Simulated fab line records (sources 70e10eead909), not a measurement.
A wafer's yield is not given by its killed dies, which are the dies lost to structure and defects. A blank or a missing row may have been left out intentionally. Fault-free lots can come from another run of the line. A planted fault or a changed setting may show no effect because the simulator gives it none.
Comparing a struck lot with a sound one ; flow nand_harc ; 14 out of 1302 route steps
Sound: the wafers L953.3, L953.4, L953.5. The struck wafers were L948.1, L948.2, L948.4. At the end, the cause is stated.
Each step with rows lists, per side, the tool, then ch with its chambers, then its first start. Under that, the readings that differ: sound wafers ; struck wafers ; difference of the means ; sigmas: that difference in standard deviations of wafers without a fault.
alike: readings with means less than 2 such deviations apart, plus words and numbers identical on both sides. not compared: withheld readings, readings lacking a value on some wafer, bounds such as >300 that could conceal the same value, and numbers that have no deviation in the record and whose values overlap.
Wherever a step has rows on one side only, a row that says differs or no value, or a row with sigmas, the two part there. When numbers do not overlap yet have no deviation, they are printed without sigmas and do not part them. Lack of a reading on every wafer of one side parts them only where that side has two or more wafers.

NHARC_A_M1_INSPECT_27:
  sound: defect_inspect-02 at day 31 01:07; struck: defect_inspect-01 at day 29 21:23
  alike: raw_defect_count
NHARC_A_M1_PRE_CLEAN_32: time 12 s.
  sound on pecvd-04 ch 0,1,2, day 31 01:11; struck on pecvd-02 ch 0,1,2, day 29 21:27
  alike: heater_power_w
  not compared: since_wet_clean_h
NHARC_A_M1_DEP_33: deposits SiCN, target thk 30 nm.
  sound on pecvd-04 ch 0,1,2, day 31 01:17; struck on pecvd-02 ch 0,1,2, day 29 21:32
  alike: heater_power_w
  not compared: since_wet_clean_h
NHARC_A_BONDPAD_DEP_00: deposits SiCN, target thk 250 nm.
  sound on pecvd-01 ch 0,2, day 31 01:51; struck on pecvd-02 ch 0,1,2
  alike: heater_power_w
  not compared: since_wet_clean_h
NHARC_A_BONDPAD_CMP_29: polishes SiCN, target thk 200 nm.
  sound on cmp-03 ch 0,1, day 31 02:14; struck on cmp-01 ch 0,1,2, day 29 22:31
  alike: motor_current_A, slurry_flow_ml_min
NHARC_A_BONDPAD_THK_MEAS_30: measures by ellipsometry.
  sound: film_metro-01 at day 31 02:28; struck: film_metro-01 at day 29 22:44
  alike: thk_nm
then, 5 steps without rows for these wafers: NHARC_A_BONDPAD_SRD_31; NHARC_A_BONDPAD_DEHYDRATE_01 (time 120 s); NHARC_A_BONDPAD_HMDS_02 (time 30 s); NHARC_A_BONDPAD_COAT_33 (time 65 s); NHARC_A_BONDPAD_COAT_03 (resist thk 600 nm).
NHARC_A_BONDPAD_SOFTBAKE_04: time 70 s.
  sound on litho_track-02 ch 0, day 31 02:00; struck on litho_track-03 ch 0, day 29 22:00
reading;sound;struck;difference;sigmas
heater_power_total_W (W);199.1 200.3 201.1;207.9 206.8 206.0;+6.7;+5
following that, these wafers have no rows for 1 step: NHARC_A_BONDPAD_EBR_05.
NHARC_END_SORT_01:
  sound on prober-01 ch 0, day 32 09:46; struck on prober-01 ch 0, day 31 21:36
  alike: defect_limited_yield, killed_at_array, killed_at_other, killed_at_periphery, killed_dies, killed_open, killed_short

== WHERE THEY PART ==
Only at NHARC_A_BONDPAD_SOFTBAKE_04, within this record. Later steps at which nothing parts them and some readings are alike: NHARC_END_SORT_01.

WHY: what had been put in by the simulator
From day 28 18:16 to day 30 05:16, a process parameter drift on litho_track-03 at NHARC_A_BONDPAD_SOFTBAKE_04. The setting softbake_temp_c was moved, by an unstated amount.
